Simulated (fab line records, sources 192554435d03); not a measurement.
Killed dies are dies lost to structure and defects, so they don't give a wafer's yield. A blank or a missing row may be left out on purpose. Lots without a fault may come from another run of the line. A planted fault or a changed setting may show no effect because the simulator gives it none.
Split-lot experiment | flow n5_finfet | 7 lots, 21 wafers read, on a route of 1938 steps

THE SPLIT
At N5_BEOL_M4_ILD_DEP_00 (deposits SiOC from DEMS/O2, target thk 79 nm, time 15.3 s), the setting time_s was moved away from the recipe's 15.3 s on 6 of the 21 wafers read, by -9.9% to +14.4%. The other wafers ran this setting at the recipe's value.

The file shows no step between the split and the reading.

THE READING
M4_ILD_THK, in nm, at N5_BEOL_M4_THK_MEAS_01. Fault-free wafers of this fab line usually give 78.8 nm, standard deviation 1.1 nm.

wafer  | tool, chamber at the split | time_s as run, s | against the recipe | M4_ILD_THK, nm | against lot-mates on the recipe
L079.1 | pecvd-02, 2                | 13.79            | -9.9%              | 71.6           | -9.3
L079.3 | pecvd-02, 1                | 15.3             | recipe             | 80.9           | -
L079.4 | pecvd-02, 0                | 13.79            | -9.9%              | 71.9           | -9.0
L078.1 | pecvd-01, 0                | 15.3             | recipe             | 78.2           | -
L078.2 | pecvd-01, 2                | 15.3             | recipe             | 79.0           | -
L078.3 | pecvd-01, 1                | 15.3             | recipe             | 77.7           | -
L081.2 | pecvd-01, 0                | 17.43            | +13.9%             | 88.4           | +10.0
L081.5 | pecvd-01, 2                | 15.3             | recipe             | 78.4           | -
L081.6 | pecvd-01, 1                | 17.43            | +13.9%             | 89.7           | +11.3
L085.2 | pecvd-01, 1                | 15.3             | recipe             | 78.9           | -
L085.4 | pecvd-01, 2                | 15.3             | recipe             | 80.1           | -
L085.6 | pecvd-01, 1                | 15.3             | recipe             | 78.3           | -
L087.1 | pecvd-02, 2                | 15.3             | recipe             | 79.1           | -
L087.2 | pecvd-02, 1                | 15.3             | recipe             | 78.0           | -
L087.4 | pecvd-02, 2                | 15.3             | recipe             | 78.4           | -
L091.1 | pecvd-03, 2                | 17.5             | +14.4%             | 90.2           | +9.6
L091.2 | pecvd-03, 1                | 17.5             | +14.4%             | 89.5           | +8.9
L091.4 | pecvd-03, 2                | 15.3             | recipe             | 80.6           | -
L097.1 | pecvd-02, 2,0              | 15.3             | recipe             | 77.5           | -
L097.2 | pecvd-02, 2,0              | 15.3             | recipe             | 77.7           | -
L097.4 | pecvd-02, 2                | 15.3             | recipe             | 79.5           | -
Where a row lists several chambers, the file gives one row for several wafers and doesn't say which wafer went through which chamber.

THE FIT
A straight line over all 21 wafers: M4_ILD_THK changes by +0.743 nm for each +1% of time_s; r = +0.98; the points scatter about the line by 0.95 nm.
The same after taking each lot's own level away (the mean of its wafers on the recipe; 21 wafers): +0.758 nm for each +1%; r = +0.99; scatter 0.91 nm.
On that fit, the largest move of time_s shifts the reading by 11 nm.
The lots' own levels span 78.23 to 80.90 nm, that is 2.4 times the standard deviation above.
So the lot-to-lot level changes the slope little: the two slopes agree.
Check: with one of the wafers moved furthest among these (+14.4%) left out of the fit, the line predicts +10.9 nm for it against its lot-mates. It came out at +9.6 nm against them.

THE WHOLE CHAIN: every reading that the file lists as answering this split, in the file's order
step                   | what it does                                              | reading                                                                            | change (the file's fit)               | r (the file's)
N5_BEOL_M4_ILD_DEP_00  | deposits SiOC from DEMS/O2, target thk 79 nm, time 15.3 s | SiOC_of_BEOL_M4_ILD_DEP_00.thk_nm (the simulator's own value, which no gauge read) | +0.746 nm for each +1% of the setting | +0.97
N5_BEOL_M4_THK_MEAS_01 |                                                           | M4_ILD_THK                                                                         | +0.748 for each +1% of the setting    | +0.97

THE FILE'S OWN FIT
M4_ILD_THK changes by +0.748 nm for each +1% of time_s, r = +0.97.
